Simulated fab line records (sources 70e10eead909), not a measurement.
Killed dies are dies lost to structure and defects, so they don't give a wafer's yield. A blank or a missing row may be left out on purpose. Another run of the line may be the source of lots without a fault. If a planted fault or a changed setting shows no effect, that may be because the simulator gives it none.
fab line records	flow nand_harc
record: lots: 24	wafers: 72	last_day: 34
route steps=1302 shown A_CHANNEL_HOLE_D1@488 A_DECK1_JOINT@527 A_CHANNEL_HOLE_D2@597 A_CHANNEL_FILL_D2@627
lots with no fault: from the same line, run without faults
start_h: hours from the record's opening day to when the first of the lot's shown wafers began	wait_h: time in hours since the lot's previous step	" repeats the value in the row above	L1.1+2: a row that stands for several wafers	- no value, or no start given	* or withheld: withheld	< > ~ a bound
route shown NAME@n: a module of which the file shows steps, and the number in the route of the first	usual: mean and standard deviation over wafers with no fault	same: alike in all rows	chamber/n: place in a boat	sites: the reading at each site	_std_site: the values' standard deviation	_edge_site: outer sites' mean less inner sites'	radius_mm: for every site, how far away it sits from the centre of the wafer	mask NAME#n: copy n	behind: the last tool/chamber to shape the wafer	hold: why the lot went on hold/how many hours it stayed there/how the hold came to an end	device: the n, p or np transistor that did not switch	end of line: tests of these same wafers at the route's end	a step without rows: its recipe alone	killed: dies that structure and defects cost at the first sort, which is not the same as the wafer's yield	map: per-die view of a wafer (x killed, . not killed, _ where there is no die)
set.NAME: the setting that was run; set.NAME@STEP: the one run at that earlier step	model.NAME: the simulator's own value behind a step, which no gauge read
the route's steps for a sample of lots (tables are steps, rows are wafers)
services: from which hour (start_h, from the record's first day; less than 0 if before it) a tool's chamber was out of use, for how many hours, and why
== steps ==
step: NHARC_A_CHANNEL_HOLE_D1_XSEM_31
recipe: landing_energy_ev: 35000
usual: bot_cd_nm: 74.4/1.4	bow_nm: 8.72/0.28	tilt_deg: 0.08/0.044
lot.wafer	tool	chamber	start_h	wait_h	bot_cd_nm	bow_nm	tilt_deg
L075.3	xsem-02	0	191.11	0.1	74.2	8.90	0.11
L075.4	"	0	"	"	73.2	8.89	0.11
L075.6	"	0	"	"	74.9	8.92	0.11
L074.2	xsem-01	0	191.60	0.1	74.0	8.89	0.08
L074.5	"	0	"	"	73.9	8.86	0.08
L074.6	"	0	"	"	71.3	8.83	0.08
L076.3	xsem-02	0	210.97	0.1	77.3	8.24	0.17
L076.4	"	0	"	"	75.8	8.30	0.17
L076.6	"	0	"	"	75.2	8.26	0.17
L077.2	xsem-01	0	215.10	0.1	75.0	9.17	0.09
L077.3	"	0	"	"	76.8	9.12	0.09
L077.5	"	0	"	"	77.4	9.11	0.08
L078.1	xsem-02	0	220.10	0.1	74.0	8.48	0.16
L078.4	"	0	"	"	74.1	8.48	0.16
L078.5	"	0	"	"	75.0	8.39	0.16
L080.3	xsem-02	0	238.77	0.1	74.0	8.13	0.08
L080.5	"	0	"	"	75.1	8.15	0.08
L080.6	"	0	"	"	75.0	8.25	0.08
L079.2	xsem-01	0	239.62	0.1	75.3	8.46	0.04
L079.5	"	0	"	"	74.4	8.61	0.04
L079.6	"	0	"	"	74.0	8.61	0.04
L081.2	xsem-02	0	257.96	0.1	75.0	8.46	0.12
L081.3	"	0	"	"	76.0	8.49	0.12
L081.5	"	0	"	"	74.6	8.52	0.12
L082.1	xsem-02	0	267.48	0.1	74.4	9.17	0.03
L082.4	"	0	"	"	73.0	9.22	0.03
L082.6	"	0	"	"	74.1	9.24	0.03
L083.1	xsem-02	0	279.29	0.1	73.6	8.51	0.17
L083.5	"	0	"	"	73.8	8.57	0.16
L083.6	"	0	"	"	77.0	8.53	0.16
L084.1	xsem-01	0	286.89	0.1	74.3	8.66	0.02
L084.3	"	0	"	"	75.7	8.67	0.02
L084.5	"	0	"	"	73.8	8.58	0.02
L085.2	xsem-01	0	296.46	0.1	74.7	8.21	0.05
L085.4	"	0	"	"	73.6	8.23	0.05
L085.6	"	0	"	"	72.2	8.14	0.05
L086.1	xsem-02	0	303.65	0.1	73.1	8.83	0.03
L086.3	"	0	"	"	72.4	8.73	0.02
L086.4	"	0	"	"	73.6	8.84	0.02
L087.2	xsem-02	0	328.65	0.1	75.7	8.63	0.08
L087.4	"	0	"	"	74.3	8.70	0.08
L087.6	"	0	"	"	75.7	8.76	0.08
L088.1	xsem-01	0	340.67	0.1	74.8	8.73	0.15
L088.2	"	0	"	"	75.1	8.77	0.15
L088.5	"	0	"	"	76.6	8.82	0.15
L089.4	xsem-02	0	341.15	0.1	72.6	8.84	0.06
L089.5	"	0	"	"	72.7	8.82	0.06
L089.6	"	0	"	"	71.5	8.71	0.05
L090.1	xsem-01	0	352.82	0.1	75.0	8.78	0.04
L090.4	"	0	"	"	75.2	8.79	0.05
L090.5	"	0	"	"	76.3	8.82	0.04
L091.1	xsem-02	0	362.57	0.1	77.0	8.87	0.04
L091.4	"	0	"	"	74.6	8.99	0.04
L091.5	"	0	"	"	76.8	8.91	0.04
L092.1	xsem-01	0	363.61	0.1	72.1	8.86	0.09
L092.2	"	0	"	"	74.3	8.92	0.09
L092.6	"	0	"	"	72.3	8.88	0.09
L093.2	xsem-01	0	371.02	0.1	73.5	8.60	0.06
L093.3	"	0	"	"	73.7	8.64	0.06
L093.6	"	0	"	"	73.9	8.53	0.06
L094.4	xsem-01	0	399.11	0.1	75.1	9.09	0.05
L094.5	"	0	"	"	73.6	9.03	0.05
L094.6	"	0	"	"	74.4	9.10	0.05
L095.2	xsem-02	0	407.06	0.1	74.6	8.70	0.08
L095.3	"	0	"	"	72.0	8.74	0.08
L095.6	"	0	"	"	73.6	8.76	0.08
L096.3	xsem-01	0	413.92	0.1	71.0	8.94	0.11
L096.4	"	0	"	"	73.4	8.91	0.11
L096.5	"	0	"	"	74.3	8.99	0.11
L097.3	xsem-02	0	422.20	0.1	71.9	8.70	0.10
L097.4	"	0	"	"	72.5	8.76	0.10
L097.6	"	0	"	"	74.3	8.68	0.10
step: NHARC_A_DECK1_JOINT_CMP_13
recipe: target_thk_nm: 51.023
usual: motor_current_A: 11.6/0.81	retaining_ring_pressure_frac: 1.000/0.005	time_to_endpoint_s: 8.9/2.2
lot.wafer	tool	chamber	start_h	wait_h	motor_current_A	retaining_ring_pressure_frac	time_to_endpoint_s
L075.3	cmp-02	0	251.22	0.4	11.4	1.000	9.8
L075.4	"	2	"	"	10.6	0.996	8.9
L075.6	"	0	"	"	11.4	0.994	11.0
L074.2	cmp-01	0	255.17	0.4	10.3	1.000	6.0
L074.6	"	0	"	"	10.5	1.008	4.1
L074.5	"	1	"	"	11.3	0.992	7.4
L076.4	cmp-04	0	275.39	0.4	13.7	0.999	7.4
L076.3	"	1	"	"	11.5	0.995	8.5
L076.6	"	0	"	"	13.4	1.000	10.0
L077.3	cmp-02	2	275.41	0.4	11.0	1.003	9.5
L077.2	"	3	"	"	11.4	1.000	7.9
L077.5	"	0	"	"	11.5	0.997	10.1
L078.1	cmp-01	1	282.30	0.4	11.5	1.007	10.2
L078.4	"	2	"	"	10.8	1.002	9.4
L078.5	"	1	"	"	12.3	1.002	8.4
L079.2	cmp-04	1	297.06	0.4	11.1	1.010	8.0
L079.5	"	1	"	"	11.1	1.003	9.2
L079.6	"	2	"	"	11.9	1.001	14.1
L080.3	cmp-01	1	297.09	0.4	11.8	1.010	8.6
L080.5	"	0	"	"	10.3	0.999	5.2
L080.6	"	1	"	"	11.9	1.001	10.2
L081.2	cmp-02	0	316.77	0.4	12.1	0.998	11.6
L081.3	"	1	"	"	12.4	1.001	5.5
L081.5	"	2	"	"	11.0	0.999	11.3
L082.1	cmp-04	1	330.45	0.4	11.2	0.995	9.1
L082.4	"	3	"	"	11.5	1.006	9.0
L082.6	"	0	"	"	13.3	1.002	9.0
L083.1	cmp-01	0	347.54	0.4	10.5	0.993	7.2
L083.6	"	2	"	"	10.9	0.999	8.2
L083.5	"	3	"	"	12.1	0.996	9.0
L084.1	cmp-04	3	350.62	0.4	11.8	1.001	10.3
L084.3	"	0	"	"	13.7	1.003	10.1
L084.5	"	1	"	"	10.3	0.997	7.0
L086.1	cmp-01	0	361.89	0.4	10.3	0.990	7.5
L086.3	"	1	"	"	11.4	0.994	7.2
L086.4	"	3	"	"	11.0	1.001	6.1
L085.4	cmp-02	3	361.92	0.4	11.3	1.017	8.3
L085.2	"	1	"	"	12.8	1.001	6.2
L085.6	"	2	"	"	11.2	1.001	10.9
L087.2	cmp-02	2	395.35	0.4	10.7	1.003	12.2
L087.4	"	3	"	"	11.1	1.003	6.6
L087.6	"	0	"	"	11.9	1.001	7.5
L088.1	cmp-02	2	401.58	0.4	10.9	1.000	9.0
L088.2	"	3	"	"	11.1	0.997	4.7
L088.5	"	3	"	"	11.4	0.998	6.6
L089.4	cmp-01	2	401.59	0.4	11.1	0.988	6.8
L089.6	"	2	"	"	10.8	0.995	8.8
L089.5	"	3	"	"	12.0	1.000	7.6
L090.4	cmp-04	1	414.90	0.4	10.9	1.010	9.8
L090.1	"	3	"	"	11.3	1.007	10.1
L090.5	"	1	"	"	11.2	1.003	11.0
L091.1	cmp-04	1	422.48	0.4	11.1	0.999	8.1
L091.4	"	2	"	"	11.3	1.000	13.2
L091.5	"	2	"	"	12.4	0.997	12.4
L092.2	cmp-01	3	422.50	0.4	12.0	0.996	7.5
L092.1	"	1	"	"	11.8	0.994	8.7
L092.6	"	2	"	"	10.6	0.989	8.1
L093.2	cmp-04	1	429.83	0.4	11.2	0.998	9.7
L093.3	"	3	"	"	11.7	0.995	12.5
L093.6	"	1	"	"	11.0	1.003	9.9
L094.4	cmp-01	0	457.52	0.4	10.2	0.998	10.0
L094.6	"	1	"	"	12.0	0.992	9.4
L094.5	"	2	"	"	10.8	1.009	9.7
L095.2	cmp-04	3	468.38	0.4	11.8	0.999	8.2
L095.3	"	0	"	"	13.1	0.996	10.0
L095.6	"	1	"	"	11.7	1.001	8.3
L096.3	cmp-02	1	474.84	0.4	12.2	0.996	4.5
L096.4	"	2	"	"	10.8	1.004	10.6
L096.5	"	1	"	"	12.8	0.998	6.3
L097.4	cmp-02	3	480.79	0.4	11.3	0.995	7.8
L097.3	"	1	"	"	12.5	0.997	6.2
L097.6	"	2	"	"	11.1	1.000	11.6
step: NHARC_A_CHANNEL_HOLE_D2_ETCH_25
recipe: bias_v: 5000	source_w: withheld	pressure_mtorr: 20	time_s: 1040.2	ar_flow_sccm: 375	c4f8_flow_sccm: 93.8	o2_flow_sccm: 31.2	temp_c: -20	target_depth_a: 15000	chemistry: C4F8/O2/Ar
usual: drypump_motor_current_A: 6.02/0.13	oes_air_line_au: 1.001/0.021	showerhead_plenum_p_Torr: 3.671/0.03	throttle_valve_pct: 32.234/0.0092
lot.wafer	tool	chamber	start_h	wait_h	drypump_motor_current_A	oes_air_line_au	rf_hours_counter_h	showerhead_plenum_p_Torr	throttle_valve_pct
L075.3	har_etch-02	1	297.06	0.7	6.20	1.019	-	3.727	32.243
L075.4	"	0	"	"	5.96	0.955	-	3.727	32.230
L075.6	"	1	"	"	6.21	0.997	-	3.727	32.226
L074.2	har_etch-01	0	298.05	0.7	6.08	0.994	152	3.693	32.237
L074.5	"	1	"	"	5.83	0.981	-	3.693	32.231
L074.6	"	0	"	"	6.08	1.041	-	3.693	32.229
L076.4	har_etch-01	1	325.72	0.7	5.83	0.984	-	3.685	32.234
L076.3	"	0	"	"	6.08	1.005	-	3.685	32.224
L076.6	"	0	"	"	6.09	0.988	-	3.686	32.228
L077.2	har_etch-01	0	329.61	0.6	6.08	0.987	171	3.683	32.237
L077.3	"	1	"	"	5.86	1.011	-	3.683	32.226
L077.5	"	1	"	"	5.88	1.021	-	3.683	32.245
L078.1	har_etch-01	0	333.76	0.6	6.08	0.977	175	3.681	32.213
L078.4	"	0	"	"	6.09	1.010	-	3.681	32.237
L078.5	"	0	"	"	6.09	1.015	-	3.681	32.247
L079.2	har_etch-02	1	345.83	1.3	6.19	1.012	-	3.715	32.229
L079.5	"	1	"	"	6.21	1.018	-	3.715	32.233
L079.6	"	1	"	"	6.18	1.018	-	3.715	32.230
L080.3	har_etch-01	0	346.37	0.7	6.08	0.996	-	3.674	32.237
L080.6	"	1	"	"	5.87	1.017	-	3.675	32.230
L080.5	"	0	"	"	6.09	0.987	-	3.675	32.235
L081.2	har_etch-01	0	364.19	0.7	6.09	1.020	198	3.669	32.230
L081.3	"	1	"	"	5.84	1.025	-	3.668	32.232
L081.5	"	0	"	"	6.08	0.989	-	3.669	32.230
L082.1	har_etch-02	1	376.66	0.6	6.19	0.982	397	3.706	32.229
L082.4	"	0	"	"	5.97	1.027	-	3.706	32.234
L082.6	"	0	"	"	5.95	1.024	-	3.706	32.220
L083.1	har_etch-02	1	399.11	0.7	6.17	0.993	3	3.704	32.242
L083.5	"	0	"	"	5.97	0.978	-	3.704	32.242
L083.6	"	1	"	"	6.19	0.983	-	3.704	32.242
L084.1	har_etch-02	1	403.12	0.6	6.18	1.050	7	3.702	32.226
L084.3	"	1	"	"	6.18	1.023	-	3.702	32.222
L084.5	"	1	"	"	6.17	1.026	-	3.702	32.241
L085.2	har_etch-02	0	415.36	0.7	6.01	1.013	18	3.696	32.215
L085.4	"	1	"	"	6.18	0.994	-	3.695	32.244
L085.6	"	1	"	"	6.18	1.016	-	3.696	32.249
L086.1	har_etch-01	1	417.54	0.7	5.82	0.959	232	3.650	32.222
L086.4	"	0	"	"	6.08	1.024	-	3.650	32.234
L086.3	"	1	"	"	5.85	1.002	-	3.650	32.251
L087.2	har_etch-02	1	439.75	0.7	6.19	1.017	30	3.689	32.242
L087.4	"	1	"	"	6.19	0.980	-	3.689	32.228
L087.6	"	1	"	"	6.19	1.007	-	3.689	32.245
L088.1	har_etch-01	0	447.59	0.6	6.09	0.979	243	3.644	32.224
L088.2	"	1	"	"	5.87	0.999	243	3.644	32.246
L088.5	"	1	"	"	5.84	0.974	-	3.644	32.224
L089.4	har_etch-01	1	452.16	0.7	5.85	0.978	-	3.642	32.239
L089.6	"	0	"	"	6.09	0.954	-	3.641	32.228
L089.5	"	1	"	"	5.85	0.992	-	3.642	32.243
L090.1	har_etch-01	0	463.20	0.7	6.07	1.002	255	3.637	32.230
L090.4	"	1	"	"	5.85	1.024	-	3.637	32.232
L090.5	"	0	"	"	6.08	0.967	-	3.637	32.236
L091.1	har_etch-01	1	470.17	0.7	5.85	0.984	259	3.635	32.230
L091.4	"	0	"	"	6.09	0.993	-	3.635	32.245
L091.5	"	1	"	"	5.84	0.980	-	3.636	32.240
L092.1	har_etch-02	1	470.95	0.6	6.20	1.002	49	3.678	32.228
L092.2	"	0	"	"	5.97	0.967	49	3.679	32.249
L092.6	"	1	"	"	6.19	1.009	-	3.679	32.230
L093.2	har_etch-01	1	474.20	0.6	5.83	0.987	263	3.633	32.244
L093.3	"	1	"	"	5.82	0.983	-	3.633	32.239
L093.6	"	0	"	"	6.07	0.997	-	3.633	32.242
L094.4	har_etch-01	1	504.54	0.7	5.88	0.982	-	3.623	32.238
L094.6	"	1	"	"	5.89	0.976	-	3.623	32.228
L094.5	"	0	"	"	6.09	1.037	-	3.623	32.223
L095.2	har_etch-02	0	516.37	0.7	5.99	0.995	75	3.665	32.250
L095.3	"	1	"	"	6.19	1.012	-	3.664	32.247
L095.6	"	1	"	"	6.21	1.027	-	3.664	32.236
L097.3	har_etch-01	0	527.14	0.7	6.08	0.998	-	3.619	32.240
L097.4	"	1	"	"	5.85	1.019	-	3.619	32.236
L097.6	"	1	"	"	5.86	0.973	-	3.619	32.228
L096.3	har_etch-02	0	531.76	0.7	5.97	1.017	-	3.661	32.210
L096.4	"	1	"	"	6.19	0.982	-	3.661	32.241
L096.5	"	1	"	"	6.19	0.949	-	3.661	32.240
step: NHARC_A_CHANNEL_FILL_D2_ALD_25
recipe: target_thk_a: 600	pulse_time_s: 10	ald_cycles: 600	temp_c: 300	material: SiOx
usual: heater_power_w: 453/42	precursor_pulse_height_rel: 1.005/0.021
lot.wafer	tool	chamber	start_h	wait_h	heater_power_w	precursor_pulse_height_rel
L074.2	ald_hk-03	1	337.33	1.9	498	1.003
L074.5	"	2	"	"	454	1.032
L074.6	"	3	"	"	379	1.016
L075.3	ald_hk-04	2	337.89	2.5	447	1.007
L075.4	"	0	342.73	7.3	481	1.008
L075.6	"	2	347.57	12.2	432	0.945
L076.4	ald_hk-03	3	365.27	0.7	387	1.017
L076.3	"	1	366.50	1.9	500	1.061
L076.6	"	2	"	"	459	1.004
L077.3	ald_hk-01	2	372.77	0.1	427	1.045
L077.2	"	3	"	"	399	0.999
L077.5	"	3	375.78	3.1	404	0.980
L078.1	ald_hk-04	2	373.38	0.7	449	0.963
L078.4	"	3	"	"	475	1.006
L078.5	"	2	375.85	3.1	446	1.017
L080.3	ald_hk-04	0	384.96	0.7	471	1.017
L080.5	"	3	386.81	2.5	480	1.007
L080.6	"	0	"	"	484	1.021
L079.2	ald_hk-03	1	386.17	1.9	497	1.003
L079.6	"	2	"	"	453	0.980
L079.5	"	3	"	"	380	1.030
L081.2	ald_hk-03	1	405.56	0.1	520	1.037
L081.3	"	2	"	"	474	0.991
L081.5	"	1	408.06	2.6	501	1.003
L082.1	ald_hk-01	0	417.75	0.1	433	1.004
L082.4	"	3	419.59	1.9	404	1.001
L082.6	"	1	420.82	3.1	494	0.991
L083.1	ald_hk-01	1	439.13	0.1	504	0.995
L083.6	"	1	441.58	2.5	504	1.016
L083.5	"	2	"	"	440	1.004
L084.1	ald_hk-03	2	444.47	0.7	484	0.974
L084.3	"	3	"	"	370	0.988
L084.5	"	1	446.30	2.5	521	1.016
L086.1	ald_hk-01	2	454.49	0.1	437	1.040
L086.4	"	3	"	"	407	1.025
L086.3	"	1	456.34	1.9	506	0.970
L085.2	ald_hk-04	1	455.72	1.3	472	1.011
L085.4	"	2	"	"	423	0.998
L085.6	"	3	"	"	482	1.014
L087.2	ald_hk-03	3	479.87	0.1	374	1.032
L087.4	"	2	481.72	1.9	476	0.971
L087.6	"	3	"	"	379	0.992
L088.2	ald_hk-01	3	486.55	0.1	395	1.027
L088.1	"	1	487.79	1.3	516	0.992
L088.5	"	0	489.64	3.1	453	1.021
L089.4	ald_hk-01	3	494.49	0.7	398	1.057
L089.6	"	2	496.36	2.5	455	0.994
L089.5	"	3	"	"	389	0.992
L090.1	ald_hk-03	2	503.30	1.3	475	1.001
L090.4	"	3	"	"	379	1.016
L090.5	"	0	"	"	479	0.971
L093.3	ald_hk-03	3	513.41	1.2	379	0.965
L093.2	"	0	"	"	475	1.012
L093.6	"	0	516.51	4.3	491	0.988
L092.1	ald_hk-01	3	513.49	1.2	388	1.031
L092.2	"	0	"	"	440	1.002
L092.6	"	3	515.96	3.7	398	1.001
L091.1	ald_hk-04	0	514.30	2.0	492	1.001
L091.4	"	2	515.53	3.3	425	1.000
L091.5	"	3	"	"	471	1.014
L094.4	ald_hk-01	2	547.61	0.1	441	1.015
L094.6	"	2	550.02	2.5	446	1.011
L094.5	"	3	"	"	396	1.020
L095.3	ald_hk-01	1	556.06	0.7	510	1.023
L095.2	"	2	"	"	456	1.043
L095.6	"	0	557.88	2.5	439	1.009
L097.4	ald_hk-04	1	568.16	0.7	469	1.035
L097.3	"	3	569.39	1.9	483	1.020
L097.6	"	1	570.61	3.1	459	1.023
L096.3	ald_hk-03	3	568.17	0.7	378	0.991
L096.4	"	1	569.40	1.9	522	1.008
L096.5	"	2	"	"	492	0.978
step: NHARC_A_CHANNEL_FILL_D2_STRIP_29
recipe: time_s: 20	o2_flow_sccm: 500	ar_flow_sccm: 0	bias_w: 0	chemistry: O2
usual: drypump_motor_current_A: 5.8/0.41	oes_product_au: 1.002/0.01	rf_vpp_V: 58.0/0.84	showerhead_plenum_p_Torr: 3.60/0.14	throttle_valve_pct: 17.036/0.0087
lot.wafer	tool	chamber	start_h	wait_h	drypump_motor_current_A	oes_product_au	rf_hours_counter_h	rf_vpp_V	showerhead_plenum_p_Torr	throttle_valve_pct
L074.2	rie_diel-11	0	-	-	6.4	0.986	1	56.3	3.76	17.039
L074.5	"	3	"	"	5.6	1.014	-	58.4	3.75	17.022
L074.6	"	0	"	"	6.4	0.998	-	58.2	3.76	17.030
L075.3	rie_diel-10	0	-	-	6.2	1.017	3	57.4	3.40	17.035
L075.4	"	2	"	"	5.0	0.999	3	58.5	3.57	17.024
L075.6	"	0	"	"	6.2	1.006	-	57.3	3.40	17.032
L076.3	rie_diel-11	1	370.38	0.1	6.2	0.993	3	58.0	3.55	17.028
L076.4	"	1	"	"	6.2	1.001	-	57.7	3.55	17.046
L076.6	"	3	"	"	5.6	1.004	-	58.2	3.75	17.031
L077.2	rie_diel-11	0	378.43	0.1	6.5	1.001	3	59.0	3.76	17.020
L077.3	"	1	"	"	6.2	1.002	3	57.6	3.55	17.028
L077.5	"	3	"	"	5.6	1.002	-	58.0	3.75	17.031
L078.1	rie_diel-10	2	-	-	5.0	1.000	3	59.4	3.57	17.041
L078.4	"	0	"	"	6.3	1.014	3	57.5	3.40	17.029
L078.5	"	3	"	"	5.2	0.988	-	57.3	3.62	17.036
L079.2	rie_diel-10	1	-	-	5.8	0.988	4	58.0	3.67	17.037
L079.6	"	3	"	"	5.3	0.989	-	57.7	3.62	17.030
L079.5	"	0	"	"	6.2	1.010	-	57.0	3.40	17.049
L080.3	rie_diel-11	0	390.08	0.1	6.4	1.005	3	59.2	3.76	17.039
L080.5	"	0	"	"	6.4	1.000	-	58.3	3.76	17.036
L080.6	"	1	"	"	6.1	0.991	-	59.8	3.55	17.031
L081.2	rie_diel-03	1	411.35	0.1	5.8	0.977	21	57.6	3.58	17.049
L081.3	"	3	"	"	5.7	1.001	20	58.7	3.29	17.035
L081.5	"	1	"	"	5.8	0.978	-	56.6	3.58	17.044
L082.4	rie_diel-03	2	-	-	6.0	1.006	19	57.5	3.57	17.023
L082.1	"	0	"	"	6.0	1.006	23	57.4	3.28	17.045
L082.6	"	1	"	"	5.8	0.989	-	58.1	3.58	17.041
L083.1	rie_diel-03	2	444.85	0.2	6.0	0.989	22	58.3	3.57	17.031
L083.5	"	2	"	"	6.0	0.991	-	56.8	3.57	17.025
L083.6	"	3	"	"	5.7	1.005	-	55.6	3.29	17.034
L084.1	rie_diel-10	1	-	-	5.8	1.016	1	57.9	3.67	17.025
L084.3	"	2	"	"	5.1	1.000	1	57.5	3.57	17.042
L084.5	"	1	"	"	5.8	1.024	-	59.3	3.67	17.044
L085.2	rie_diel-10	0	-	-	6.2	0.990	1	58.6	3.40	17.041
L085.4	"	1	"	"	5.9	1.008	1	58.3	3.67	17.049
L085.6	"	0	"	"	6.3	0.987	-	57.6	3.40	17.030
L086.1	rie_diel-11	3	460.23	0.2	5.6	0.998	1	57.8	3.75	17.036
L086.3	"	1	"	"	6.1	1.011	1	58.0	3.55	17.045
L086.4	"	3	"	"	5.6	1.001	-	57.5	3.75	17.028
L087.4	rie_diel-11	2	-	-	5.7	0.998	2	58.1	3.74	17.034
L087.2	"	3	"	"	5.6	0.998	2	59.0	3.74	17.025
L087.6	"	2	"	"	5.7	1.007	-	58.1	3.74	17.046
L088.2	rie_diel-03	3	-	-	5.7	0.999	2	58.2	3.28	17.055
L088.1	"	0	"	"	6.0	1.011	2	57.5	3.28	17.058
L088.5	"	2	"	"	6.0	1.016	-	58.0	3.56	17.033
L089.4	rie_diel-11	2	-	-	5.7	1.006	2	58.1	3.74	17.047
L089.6	"	2	"	"	5.7	1.007	-	60.2	3.74	17.030
L089.5	"	3	"	"	5.6	1.017	-	58.5	3.74	17.044
L090.4	rie_diel-10	3	-	-	5.2	0.999	2	58.4	3.62	17.036
L090.1	"	0	"	"	6.2	0.998	2	58.0	3.40	17.027
L090.5	"	3	"	"	5.2	1.002	-	57.3	3.62	17.047
L093.2	rie_diel-03	1	-	-	5.8	0.984	9	57.3	3.57	17.037
L093.3	"	3	"	"	5.7	0.996	7	57.5	3.28	17.069
L093.6	"	1	"	"	5.8	0.992	-	56.6	3.57	17.031
L092.1	rie_diel-10	2	-	-	5.0	1.003	2	57.1	3.56	17.046
L092.2	"	3	"	"	5.2	0.991	2	58.6	3.62	17.052
L092.6	"	0	"	"	6.3	0.983	-	57.9	3.40	17.033
L091.1	rie_diel-11	0	-	-	6.4	1.007	2	58.3	3.76	17.038
L091.4	"	1	"	"	6.2	1.019	3	58.5	3.55	17.032
L091.5	"	1	"	"	6.2	1.012	-	57.0	3.55	17.042
L094.4	rie_diel-11	3	-	-	5.6	1.018	3	59.0	3.74	17.033
L094.5	"	0	"	"	6.5	1.005	-	58.6	3.76	17.032
L094.6	"	1	"	"	6.2	1.021	-	57.3	3.55	17.038
L095.2	rie_diel-11	2	-	-	5.7	1.007	3	58.5	3.74	17.045
L095.3	"	3	"	"	5.6	1.013	3	58.7	3.74	17.032
L095.6	"	0	"	"	6.4	1.013	-	58.4	3.76	17.043
L097.3	rie_diel-10	0	-	-	6.2	1.005	4	58.2	3.40	17.049
L097.4	"	1	"	"	5.8	0.987	4	57.3	3.66	17.030
L097.6	"	0	"	"	6.3	1.018	-	56.5	3.40	17.023
L096.3	rie_diel-11	3	-	-	5.6	1.010	4	57.9	3.74	17.025
L096.4	"	0	"	"	6.4	1.010	4	58.4	3.76	17.028
L096.5	"	3	"	"	5.6	1.020	-	58.6	3.74	17.034
step: NHARC_A_CHANNEL_FILL_D2_CMP_10
recipe: target_thk_nm: 150
usual: motor_current_A: 11.5/1	retaining_ring_pressure_frac: 0.999/0.0049	time_to_endpoint_s: 14.2/2.5
lot.wafer	tool	chamber	start_h	wait_h	motor_current_A	retaining_ring_pressure_frac	time_to_endpoint_s
L074.2	cmp-04	2	346.90	0.4	11.9	0.998	21.2
L074.5	"	2	"	"	12.5	1.004	17.0
L074.6	"	3	"	"	11.8	1.003	17.8
L075.3	cmp-03	1	357.64	0.4	12.5	0.994	15.0
L075.4	"	2	"	"	11.6	1.002	12.7
L075.6	"	1	"	"	12.2	1.001	14.8
L076.3	cmp-04	2	376.00	0.4	12.6	0.991	16.9
L076.4	"	0	"	"	12.9	0.996	14.9
L076.6	"	3	"	"	11.3	0.996	15.4
L077.2	cmp-03	2	383.93	0.4	11.8	1.006	11.3
L077.3	"	1	"	"	11.8	1.006	13.6
L077.5	"	3	"	"	10.3	0.998	11.9
L078.1	cmp-04	0	384.04	0.5	13.1	0.992	14.6
L078.4	"	1	"	"	10.1	1.004	14.2
L078.5	"	0	"	"	12.7	0.996	12.8
L079.2	cmp-03	2	396.26	0.4	12.4	0.994	16.3
L079.5	"	2	"	"	12.1	0.994	16.5
L079.6	"	3	"	"	10.3	1.002	15.3
L080.3	cmp-04	3	396.36	0.5	11.4	1.002	17.2
L080.6	"	0	"	"	13.8	0.996	17.2
L080.5	"	1	"	"	11.3	0.999	16.7
L081.2	cmp-03	1	416.99	0.4	12.4	1.006	11.7
L081.3	"	3	"	"	10.2	0.996	9.8
L081.5	"	2	"	"	11.3	0.989	10.5
L082.4	cmp-03	1	429.17	0.4	12.0	1.001	10.3
L082.1	"	3	"	"	10.0	0.996	8.4
L082.6	"	0	"	"	10.2	1.005	12.7
L083.1	cmp-04	2	450.53	0.4	12.4	1.001	14.8
L083.5	"	2	"	"	12.0	0.994	15.7
L083.6	"	3	"	"	11.3	0.996	14.1
L084.3	cmp-04	0	455.28	0.4	13.4	0.998	15.8
L084.1	"	1	"	"	11.4	0.996	12.7
L084.5	"	0	"	"	13.5	1.002	14.1
L086.4	cmp-04	2	465.82	0.4	12.1	1.002	18.1
L086.1	"	0	"	"	12.7	1.004	15.2
L086.3	"	1	"	"	10.7	0.994	14.3
L085.2	cmp-01	0	465.84	0.4	10.3	1.000	11.2
L085.4	"	1	"	"	11.9	1.001	10.4
L085.6	"	0	"	"	10.4	0.998	10.7
L087.4	cmp-03	0	491.60	0.4	10.3	0.989	15.8
L087.2	"	1	"	"	12.0	0.991	14.4
L087.6	"	3	"	"	10.3	0.993	17.2
L088.1	cmp-01	3	498.03	0.4	11.7	0.997	13.9
L088.2	"	0	"	"	10.4	0.991	12.7
L088.5	"	3	"	"	12.6	0.997	16.0
L089.4	cmp-03	0	505.44	0.4	9.8	0.992	17.0
L089.6	"	3	"	"	10.2	0.994	14.4
L089.5	"	0	"	"	9.9	0.997	15.3
L090.4	cmp-03	2	513.55	0.4	11.9	1.005	15.2
L090.1	"	1	"	"	13.0	1.003	13.0
L090.5	"	3	"	"	9.8	0.997	12.9
L092.2	cmp-04	2	524.77	0.4	12.3	1.001	17.4
L092.1	"	3	"	"	11.6	1.004	12.9
L092.6	"	2	"	"	12.5	1.000	14.9
L093.3	cmp-03	1	524.77	0.4	11.9	1.002	16.5
L093.2	"	2	"	"	12.1	1.003	13.7
L093.6	"	1	"	"	12.7	0.999	14.5
L091.4	cmp-01	3	524.79	0.4	12.1	1.002	15.2
L091.1	"	1	"	"	11.9	1.003	14.0
L091.5	"	2	"	"	11.1	0.992	14.9
L094.4	cmp-04	3	558.90	0.4	11.7	1.001	10.9
L094.6	"	0	"	"	13.7	1.001	13.5
L094.5	"	1	"	"	11.0	1.009	9.9
L095.2	cmp-01	0	566.69	0.4	10.4	0.997	13.8
L095.3	"	3	"	"	12.2	0.999	12.5
L095.6	"	1	"	"	11.8	1.013	16.2
L096.4	cmp-03	2	578.78	0.4	12.2	1.001	9.3
L096.3	"	1	"	"	11.8	1.001	9.6
L096.5	"	2	"	"	11.5	0.997	11.5
L097.3	cmp-04	2	578.81	0.4	12.6	1.002	16.4
L097.4	"	3	"	"	12.1	0.996	15.8
L097.6	"	1	"	"	11.3	1.000	15.3
== services ==
tool	chamber	start_h	hours	kind
cmp-01	-	170.32	1.1	repair
rie_diel-11	2	184.04	6.3	repair
cmp-01	-	185.50	4.0	pm
cmp-04	-	209.00	4.0	pm
cmp-01	-	211.15	1.2	repair
rie_diel-11	-	213.69	3.7	repair
cmp-01	-	227.05	0.4	repair
rie_diel-11	1	227.92	5.0	repair
rie_diel-11	-	255.50	9.0	pm
rie_diel-11	0	271.95	9.7	repair
cmp-01	-	283.50	4.0	pm
cmp-04	-	307.00	4.0	pm
cmp-04	-	316.90	0.3	repair
cmp-01	-	320.85	12.5	repair
rie_diel-11	2	364.01	38.6	repair
xsem-01	-	374.00	14.0	pm
cmp-01	-	381.50	4.0	pm
cmp-04	-	405.00	4.0	pm
cmp-01	-	479.50	4.0	pm
cmp-04	-	490.86	2.0	repair
cmp-04	-	503.00	4.0	pm
cmp-01	-	510.84	0.4	repair
cmp-01	-	541.30	0.9	repair
cmp-01	-	577.50	4.0	pm
== key ==
fault none
